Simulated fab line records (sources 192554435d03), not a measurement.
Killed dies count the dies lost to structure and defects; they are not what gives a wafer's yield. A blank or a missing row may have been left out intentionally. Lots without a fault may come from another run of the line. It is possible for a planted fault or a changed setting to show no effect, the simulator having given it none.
A lot that was struck, set against a sound lot / flow n5Finfet / 15 steps out of a route of 1938
Sound: wafers L472.2, L472.3, L472.5. Struck: wafer L490.2 (left out: L490.4, L490.6 of the same lot, which were not struck); the cause appears at the end.
Order at every step that has rows: each side's tool, ch and its chambers, its first start. Under that, the readings that differ: sound wafers / struck wafers / difference of the means / sigmas: that difference in standard deviations of wafers without a fault.
alike: a reading whose means differ by less than 2 such deviations, as well as words and numbers matching on both sides. not compared: withheld readings; readings where some wafer has no value; bounds like >300 that might hide an equal value; numbers whose values overlap and for which the record gives no deviation.
The two part at a step that has a row with sigmas, a row that says differs or no value, or rows on one side only. Numbers that have no deviation but don't overlap get no sigmas and don't part them. A reading missing from all wafers of one side parts the sides only when that side holds two or more wafers.

first, 7 steps without rows for these wafers: N5_BEOL_M8_COAT_71 (time 60 s, resist thk 5 nm); N5_BEOL_M8_COAT_22 (resist thk 30 nm); N5_BEOL_M8_EBR_24; N5_BEOL_M8_SOFTBAKE_23 (time 60 s); N5_BEOL_M8_EXPOSE_25 (exposes mask V7, target cd 40 nm); N5_BEOL_M8_PEB_26 (peb time 60 s); N5_BEOL_M8_DEVELOP_27 (develop time 30 s).
N5_BEOL_M8_CD_MEAS_28: the cd target is 40 nm.
  sound on cdSem-01 ch 0, day 9 22:29; struck on cdSem-03 ch 0, day 14 16:39
  alike: cdNm
N5_BEOL_M8_OVL_MEAS_29:
  sound on overlay-01 ch 0, day 9 22:32; struck on overlay-02 ch 0, day 14 16:41
  alike: V7_OVL
N5_BEOL_M8_INSPECT_30: inspects for defects (brightfield).
  struck on defectInspect-01, day 14 16:44; sound on defectInspect-01, day 9 22:35
  alike: rawDefectCount
N5_BEOL_M8_DESCUM_33: chemistry O2, time 7 s.
  sound on rieDiel-04 ch 0,1,3, day 9 22:37; struck on rieDiel-04 ch 2, day 14 16:54
  alike: biasPowerW, drypumpMotorCurrentA, oesProductAu, rfVppV, showerheadPlenumPTorr, throttleValvePct
  not compared: rfHoursCounterH
N5_BEOL_M8_ETCH_72: etches underlayer in N2/H2, target depth 6.5 nm, time 5.2 s.
  sound on rieDiel-04 ch 0,1,3, day 9 22:39; struck on rieDiel-04 ch 2, day 14 16:56
  alike: drypumpMotorCurrentA, etchRfOnTimeS, oesProductAu, rfFwdPowerW, rfVppV, showerheadPlenumPTorr, throttleValvePct
  not compared: rfHoursCounterH
N5_BEOL_M8_ETCH_65: etches SiARC in CF4, target depth 15.6 nm, time 26 s.
  sound on rieDiel-04 ch 0,1,3, day 9 22:40; struck on rieDiel-04 ch 2, day 14 16:58
reading=etchRfOnTimeS (s); sound=26.2 26.1 26.0; struck=32.7; difference=+6.6; sigmas=+12
reading=rfFwdPowerW (W); sound=531.4 531.8 538.5; struck=399.9; difference=-134.0; sigmas=-61
reading=rfVppV (V); sound=184.5 185.6 183.6; struck=201.6; difference=+17.0; sigmas=+14
  alike: drypumpMotorCurrentA, oesProductAu, showerheadPlenumPTorr, throttleValvePct
  not compared: rfHoursCounterH
N5_BEOL_M8_ETCH_66: etches SOC in N2/H2, target depth 80 nm, overetch 16 nm, time 120 s.
  sound on rieDiel-04 ch 0,1,3, day 9 22:41; struck on rieDiel-04 ch 2, day 14 16:59
  alike: drypumpMotorCurrentA, oesProductAu, rfFwdPowerW, rfVppV, showerheadPlenumPTorr, throttleValvePct
  not compared: rfHoursCounterH
-- the record jumps here: 3 days lie between the struck wafers' starts before and after (it left off in module BEOL_M8 and takes up again in module PASSIVATION, whose first step shown is number 1936 of the route) --
N5_PASSIVATION_PROBE_49:
  struck on prober-01, day 17 17:02; sound on prober-02, day 12 20:32
reading=killed_at_M0_to_M3; sound=40 61 47; struck=11; difference=-38; sigmas=-4
reading=killed_at_M4_up; sound=18 16 14; struck=7; difference=-9; sigmas=-2
reading=killedDies; sound=108 142 103; struck=80; difference=-38; sigmas=-2
reading=sortNPass; sound=1072 1038 1077; struck=1100; difference=+38; sigmas=+2
  alike: defectLimitedYield, killedAtContacts, killedAtFrontEnd, killedAtOther, killedOpen, killedShort, sort_bin_4_leakage, sort_bin_5_function, sort_bin_6_memory, sortYieldPct

== WHERE THEY PART ==
Last at N5_PASSIVATION_PROBE_49 as far as this record goes, first at N5_BEOL_M8_ETCH_65.

WHY: what had been put in by the simulator
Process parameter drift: rieDiel-04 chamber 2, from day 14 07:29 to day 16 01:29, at N5_BEOL_M8_ETCH_65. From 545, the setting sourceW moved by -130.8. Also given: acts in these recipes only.
